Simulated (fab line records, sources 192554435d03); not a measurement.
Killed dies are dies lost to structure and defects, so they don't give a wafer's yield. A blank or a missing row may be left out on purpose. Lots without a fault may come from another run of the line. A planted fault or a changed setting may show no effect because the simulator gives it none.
Which tool did it? | flow n5_finfet | 22 lots, 66 wafers sampled, at 1 step of a route of 1938

WHAT THE GAUGES READ, wafer by wafer
N5_GATE_CUT_CD_MEAS_13: target cd 20 nm.
lot  | measured     | on        | cd_nm (nm)
L074 | day 4 09:55  | cd_sem-01 | 20.18 19.86 20.16
L075 | day 4 23:49  | cd_sem-03 | 20.13 19.99 19.75
L076 | day 5 03:53  | cd_sem-01 | 19.98 19.98 20.27
L078 | day 5 12:56  | cd_sem-02 | 19.73 19.52 20.08
L079 | day 5 17:00  | cd_sem-02 | 20.14 20.56 20.12
L080 | day 5 23:38  | cd_sem-03 | 19.80 20.18 19.72
L081 | day 6 14:08  | cd_sem-02 | 19.81 19.83 19.87
L082 | day 6 16:16  | cd_sem-03 | 19.86 19.90 20.03
L084 | day 7 01:14  | cd_sem-01 | 20.16 19.97 19.82
L085 | day 7 07:20  | cd_sem-03 | 19.93 20.09 20.36
L086 | day 7 13:01  | cd_sem-01 | 20.37 20.17 19.64
L087 | day 7 18:37  | cd_sem-01 | 19.53 20.00 20.20
L088 | day 7 23:34  | cd_sem-03 | 19.77 19.76 19.76
L089 | day 8 06:23  | cd_sem-03 | 20.11 19.77 19.65
L090 | day 8 10:02  | cd_sem-02 | 19.82 20.11 19.80
L091 | day 8 16:17  | cd_sem-02 | 20.42 20.17 20.26
L092 | day 8 22:13  | cd_sem-01 | 20.26 19.94 19.84
L093 | day 9 04:47  | cd_sem-01 | 19.75 19.99 19.74
L094 | day 9 15:52  | cd_sem-03 | 19.90 19.72 20.21
L095 | day 9 17:06  | cd_sem-02 | 19.91 19.77 19.91
L096 | day 10 01:01 | cd_sem-02 | 19.79 20.11 20.00
L097 | day 10 04:54 | cd_sem-02 | 19.90 19.84 20.75

WHICH TOOL RAN EACH LOT (tool, then ch and the chambers of the sampled wafers, then the start)
The record holds no process step before these readings.

WHAT THE TOOLS THEMSELVES READ (means of the sampled wafers that have a number; where no wafer has one, the mark that the record gives instead)
The record holds no such reading with a usual standard deviation.

THE ANSWER, worked out from the rows above alone
Rule: what is usual is taken from the lots themselves. Put in order of their means at a reading, lots are off if they are a third of the lots or fewer, leave a main group of 4 or more, and stand apart from it by a gap of 3 or more times the standard deviation of the main group's means; of several such gaps the widest counts. A main group whose means are all the same, to the digits that the tables above print for the reading, isn't used. A lot without any number at a reading at which 4 lots or more have one is off too. The other lots that the step has rows for count as sound. The gauges are gone through in route order, then the tools' own readings, and for those a lot's mean is taken as printed above. The first step at which some lot is off is used, and at that step the reading that is off furthest; a lot without a number counts as furthest.
No lot is off at any reading shown: from this, nothing can be told.

WHAT THE SIMULATOR HAD PUT IN
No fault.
